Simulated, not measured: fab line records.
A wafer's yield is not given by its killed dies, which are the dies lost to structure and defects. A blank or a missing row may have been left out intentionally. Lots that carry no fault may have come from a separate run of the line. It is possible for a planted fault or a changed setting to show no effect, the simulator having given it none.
3 desks, one fault    flow n5-finfet    what lay behind the numbers comes last; until then each desk has only its own

== THE TOOL OWNER'S DESK: rie-diel-01 ==
The tool's own readings at N5_BEOL_M5_DESCUM_16 (chemistry O2, time 7 s): means of the sampled wafers that have a number, for each lot that ran on this tool. Any lot whose mean is over 4 standard deviations away from the usual mean is out of limits and marked OUT; that distance is given in the brackets.
Columns: A = drypump-motor-current-A at N5_BEOL_M5_DESCUM_16, usual 5.9 A; B = oes-product-au at N5_BEOL_M5_DESCUM_16, usual 0.81 a.u.; C = rf-vpp-V at N5_BEOL_M5_DESCUM_16, usual 242.8 V; D = showerhead-plenum-p-Torr at N5_BEOL_M5_DESCUM_16, usual 2.06 Torr; E = throttle-valve-pct at N5_BEOL_M5_DESCUM_16, usual 20.28 %
lot   first seen here  A    B     C      D     E
L367  day 9 00:52      5.9  0.76  241.3  2.00  20.29
L375  day 11 05:55     5.9  0.76  243.1  2.08  20.59
L376  day 11 22:46     5.8  0.84  243.6  2.12  20.37
Finding of this desk: none of the 3 lots has anything out of limits.

== THE METROLOGY DESK ==
Means of the sampled wafers that have a number, per lot and without regard to the tool the lot ran on: this is what the gauges read. Any lot whose mean is over 4 standard deviations away from the usual mean is out of limits and marked OUT; that distance is given in the brackets.
Columns: A = cd-nm at N5_BEOL_M5_CD_MEAS_11, usual 28.08 nm; B = M5_OVL at N5_BEOL_M5_OVL_MEAS_12, usual 0.1 nm
lot   first seen here  A      B
L363  day 7 22:19      28.32  -0.6
L367  day 9 00:39      28.23  0.3
L375  day 11 05:47     28.50  0.4
L376  day 11 22:39     28.04  -0.6
L381  day 12 12:53     28.23  0.3
L382  day 12 13:02     28.57  0.2
Finding of this desk: none of the 6 lots has anything out of limits.

== THE DEFECT DESK ==
What the inspections along the route counted, lot by lot: means of the sampled wafers that have a number. Any lot whose mean is over 4 standard deviations away from the usual mean is out of limits and marked OUT; that distance is given in the brackets.
Columns: A = raw-defect-count at N5_BEOL_M5_INSPECT_13, usual 438
lot   first seen here  A
L363  day 7 22:25      347
L367  day 9 00:44      607
L375  day 11 05:53     501
L376  day 11 22:44     418
L381  day 12 12:58     457
L382  day 12 13:08     304
Finding of this desk: none of the 6 lots has anything out of limits.

== BROUGHT TOGETHER ==
The tool owner's desk saw nothing out of limits.
Metrology desk: nothing out of limits seen.
Nothing out of limits was seen by the defect desk.

== WHAT THE SIMULATOR PUT IN ==
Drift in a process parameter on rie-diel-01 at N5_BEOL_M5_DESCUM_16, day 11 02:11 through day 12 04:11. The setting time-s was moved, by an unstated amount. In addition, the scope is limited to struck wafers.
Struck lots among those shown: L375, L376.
